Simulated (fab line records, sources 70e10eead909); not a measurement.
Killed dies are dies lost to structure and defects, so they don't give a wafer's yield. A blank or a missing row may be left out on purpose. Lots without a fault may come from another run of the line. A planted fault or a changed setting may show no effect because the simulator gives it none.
Which tool did it? | flow nand_harc | 12 lots, 36 wafers sampled, at 5 steps of a route of 1302

WHAT THE GAUGES READ, wafer by wafer
NHARC_END_SORT_01. Usual: killed_at_array 59, standard deviation 20; killed_at_other 0.8, standard deviation 1.2; killed_at_periphery 3.5, standard deviation 2.2; killed_dies 63, standard deviation 20; killed_open 3.3, standard deviation 1.8; killed_short 2.6, standard deviation 1.7.
lot  | measured     | on        | killed_at_array | killed_at_other | killed_at_periphery | killed_dies | killed_open | killed_short | flag
L570 | day 27 13:14 | prober-02 | 68 85 72        | 0 1 0           | 1 2 1               | 69 88 73    | 2 4 3       | 0 2 1        |
L571 | day 27 18:38 | prober-01 | 39 28 39        | 0 0 0           | 0 2 4               | 39 30 43    | 3 5 4       | 6 2 7        |
L578 | day 30 13:58 | prober-01 | 43 37 38        | 0 0 0           | 3 3 1               | 46 40 39    | 4 3 2       | 1 1 2        |
L582 | day 32 19:56 | prober-01 | 76 60 63        | 2 3 4           | 5 7 1               | 83 70 68    | 7 2 2       | 3 3 2        |

WHICH TOOL RAN EACH LOT (tool, then ch and the chambers of the sampled wafers, then the start)
lot  | NHARC_A_SLIT_DESCUM_14             | NHARC_A_SLIT_ETCH_17             | NHARC_A_WL_FILL_ALD_02              | NHARC_A_WL_FILL_CVD_03
L563 | rie_diel-02 ch 0,2,3, day 19 07:09 | har_etch-02 ch 0,1, day 19 08:23 | ald_metal-02 ch 0,1,2, day 19 21:02 | cvd_w-01 ch 0,1, day 19 21:22
L566 | rie_diel-07 ch 1,2, day 21 07:28   | har_etch-01 ch 0,1, day 21 08:43 | ald_metal-04 ch 1,2,3, day 21 20:31 | cvd_w-02 ch 0,1, day 21 20:55
L568 | rie_diel-02 ch 0,1,3, day 22 02:07 | har_etch-01 ch 0,1, day 22 08:40 | ald_metal-04 ch 0,2,3, day 22 20:36 | cvd_w-02 ch 0,1, day 22 21:02
L570 | rie_diel-03 ch 1,2,3, day 22 09:46 | har_etch-01 ch 0,1, day 22 17:31 | ald_metal-03 ch 1,2,3, day 23 04:07 | cvd_w-02 ch 0,1, day 23 04:35
L571 | rie_diel-03 ch 0,1,3, day 23 03:33 | har_etch-02 ch 0,1, day 23 04:49 | ald_metal-04 ch 1,2,3, day 23 17:04 | cvd_w-01 ch 0,1, day 23 17:29
L573 | rie_diel-03 ch 0,3, day 24 05:27   | har_etch-02 ch 0,1, day 24 06:42 | ald_metal-04 ch 0,3, day 24 19:04   | cvd_w-02 ch 0,1, day 24 19:30
L574 | rie_diel-02 ch 2,3, day 24 09:19   | har_etch-02 ch 0,1, day 24 10:34 | ald_metal-04 ch 1,3, day 24 21:56   | cvd_w-02 ch 0,1, day 24 22:25
L578 | rie_diel-07 ch 0,3, day 25 23:07   | har_etch-02 ch 0,1, day 26 01:20 | ald_metal-03 ch 0,2, day 26 12:20   | cvd_w-02 ch 0,1, day 26 12:44
L582 | rie_diel-02 ch 0,1,2, day 27 23:05 | har_etch-01 ch 0,1, day 28 03:10 | ald_metal-03 ch 0,1,2, day 28 17:14 | cvd_w-01 ch 0,1, day 28 17:48
L583 | rie_diel-03 ch 2,3, day 27 23:16   | har_etch-02 ch 0,1, day 28 01:08 | ald_metal-03 ch 0,1,2, day 28 17:01 | cvd_w-02 ch 0,1, day 28 17:25
L585 | rie_diel-03 ch 1,2,3, day 29 07:29 | har_etch-01 ch 0,1, day 29 09:20 | ald_metal-03 ch 1,2,3, day 29 21:16 | cvd_w-01 ch 0,1, day 29 21:37
L586 | rie_diel-02 ch 0,1, day 30 04:48   | har_etch-01 ch 0,1, day 30 09:16 | ald_metal-04 ch 0,2,3, day 30 22:08 | cvd_w-02 ch 0,1, day 30 22:35
- NHARC_A_SLIT_DESCUM_14: chemistry O2, time 3 s.
- NHARC_A_SLIT_ETCH_17: etches the open film in C4F8/O2/Ar, time 4254.5 s, target depth 20300 nm.
- NHARC_A_WL_FILL_ALD_02: deposits TiN, target thk 2 nm, pulse time 3 s, ald cycles 100.
- NHARC_A_WL_FILL_CVD_03: deposits W, target thk 40 nm, time 279 s.

WHAT THE TOOLS THEMSELVES READ (means of the sampled wafers that have a number; where no wafer has one, the mark that the record gives instead)
NHARC_A_SLIT_DESCUM_14. Usual: drypump_motor_current_A 5.5 A, standard deviation 0.4; mfc_ar_sccm 0.006 sccm, standard deviation 0.014; oes_product_au 1.002 a.u., standard deviation 0.011; rf_vpp_V 57.7 V, standard deviation 0.99; showerhead_plenum_p_Torr 1.91 Torr, standard deviation 0.1; throttle_valve_pct 11.312 %, standard deviation 0.0089.
lot  | tool        | drypump_motor_current_A (A) | mfc_ar_sccm (sccm) | oes_product_au (a.u.) | rf_vpp_V (V) | showerhead_plenum_p_Torr (Torr) | throttle_valve_pct (%) | flag
L563 | rie_diel-02 | 5.7                         | 0.000              | 1.008                 | 57.5         | 1.85                            | 11.309                 |
L566 | rie_diel-07 | 5.0                         | 0.000              | 1.004                 | 57.5         | 1.90                            | 11.312                 |
L568 | rie_diel-02 | 5.5                         | 0.000              | 1.000                 | 56.5         | 1.80                            | 11.317                 |
L570 | rie_diel-03 | 5.8                         | 0.011              | 1.004                 | 58.1         | 2.00                            | 11.309                 |
L571 | rie_diel-03 | 5.9                         | 0.000              | 0.995                 | 58.2         | 1.98                            | 11.304                 |
L573 | rie_diel-03 | 5.9                         | 0.000              | 0.991                 | 57.1         | 1.91                            | 11.315                 |
L574 | rie_diel-02 | 6.1                         | 0.000              | 1.003                 | 56.7         | 1.90                            | 11.312                 |
L578 | rie_diel-07 | 5.4                         | 0.030              | 1.000                 | 57.7         | 1.98                            | 11.323                 |
L582 | rie_diel-02 | 5.6                         | 0.000              | 1.009                 | 57.7         | 1.86                            | 11.308                 |
L583 | rie_diel-03 | 5.7                         | 0.021              | 1.014                 | 57.6         | 1.96                            | 11.306                 |
L585 | rie_diel-03 | 5.8                         | 0.011              | 1.014                 | 57.3         | 2.00                            | 11.311                 |
L586 | rie_diel-02 | 5.4                         | 0.000              | 1.002                 | 57.4         | 1.81                            | 11.323                 |

NHARC_A_SLIT_ETCH_17. Usual: drypump_motor_current_A 5.6 A, standard deviation 0.45; mfc_ar_sccm 375.0 sccm, standard deviation 1.1; showerhead_plenum_p_Torr 3.62 Torr, standard deviation 0.16; throttle_valve_pct 32.047 %, standard deviation 0.0094.
lot  | tool        | drypump_motor_current_A (A) | mfc_ar_sccm (sccm) | showerhead_plenum_p_Torr (Torr) | throttle_valve_pct (%) | flag
L563 | har_etch-02 | 5.1                         | 374.8              | 3.71                            | 32.051                 |
L566 | har_etch-01 | 5.7                         | 375.5              | 3.51                            | 32.035                 |
L568 | har_etch-01 | 5.7                         | 374.1              | 3.51                            | 32.038                 |
L570 | har_etch-01 | 5.9                         | 375.3              | 3.56                            | 32.057                 |
L571 | har_etch-02 | 5.1                         | 375.7              | 3.68                            | 32.044                 |
L573 | har_etch-02 | 5.1                         | 374.7              | 3.67                            | 32.042                 |
L574 | har_etch-02 | 5.1                         | 375.1              | 3.67                            | 32.044                 |
L578 | har_etch-02 | 5.3                         | 376.2              | 3.76                            | 32.048                 |
L582 | har_etch-01 | 6.0                         | 376.1              | 3.53                            | 32.048                 |
L583 | har_etch-02 | 5.1                         | 376.1              | 3.64                            | 32.048                 |
L585 | har_etch-01 | 6.0                         | 374.6              | 3.52                            | 32.059                 |
L586 | har_etch-01 | 5.7                         | 376.2              | 3.82                            | 32.046                 |

NHARC_A_WL_FILL_ALD_02. Usual: heater_power_w 1081 W, standard deviation 100; precursor_pulse_height_rel 0.996, standard deviation 0.02.
lot  | tool         | heater_power_w (W) | precursor_pulse_height_rel | flag
L563 | ald_metal-02 | 1013               | 0.996                      |
L566 | ald_metal-04 | 1126               | 0.988                      |
L568 | ald_metal-04 | 1189               | 0.982                      |
L570 | ald_metal-03 | 982                | 1.014                      |
L571 | ald_metal-04 | 1120               | 1.014                      |
L573 | ald_metal-04 | 1231               | 0.992                      |
L574 | ald_metal-04 | 1105               | 0.994                      |
L578 | ald_metal-03 | 1027               | 0.985                      |
L582 | ald_metal-03 | 1060               | 0.986                      |
L583 | ald_metal-03 | 1051               | 0.999                      |
L585 | ald_metal-03 | 1018               | 0.977                      |
L586 | ald_metal-04 | 1154               | 0.998                      |

NHARC_A_WL_FILL_CVD_03. Usual: heater_power_w 472 W, standard deviation 31; mfc_ar_sccm 1561 sccm, standard deviation 5.1; throttle_valve_pct 7.9 %, standard deviation 0.37.
lot  | tool     | heater_power_w (W) | mfc_ar_sccm (sccm) | throttle_valve_pct (%) | flag
L563 | cvd_w-01 | 472                | 1559               | 8.2                    |
L566 | cvd_w-02 | 486                | 1561               | 7.5                    |
L568 | cvd_w-02 | 478                | 1567               | 7.7                    |
L570 | cvd_w-02 | 483                | 1563               | 7.6                    |
L571 | cvd_w-01 | 454                | 1564               | 8.2                    |
L573 | cvd_w-02 | 490                | 1562               | 7.5                    |
L574 | cvd_w-02 | 486                | 1557               | 7.8                    |
L578 | cvd_w-02 | 480                | 1557               | 7.9                    |
L582 | cvd_w-01 | 433                | 1557               | 8.2                    |
L583 | cvd_w-02 | 497                | 1559               | 7.7                    |
L585 | cvd_w-01 | 433                | 1559               | 8.3                    |
L586 | cvd_w-02 | 506                | 1562               | 7.7                    |

THE ANSWER, worked out from the rows above alone
Rule: a lot is off if the mean of its wafers that have a number lies more than 3 standard deviations from the usual mean. A lot without any number at a reading at which 4 lots or more have one is off too. The other lots that the step has rows for count as sound. The gauges are gone through in route order, then the tools' own readings, and for those a lot's mean is taken as printed above. The first step at which some lot is off is used, and at that step the reading that is off furthest; a lot without a number counts as furthest.
No lot is off at any reading shown: from this, nothing can be told.

WHAT THE SIMULATOR HAD PUT IN
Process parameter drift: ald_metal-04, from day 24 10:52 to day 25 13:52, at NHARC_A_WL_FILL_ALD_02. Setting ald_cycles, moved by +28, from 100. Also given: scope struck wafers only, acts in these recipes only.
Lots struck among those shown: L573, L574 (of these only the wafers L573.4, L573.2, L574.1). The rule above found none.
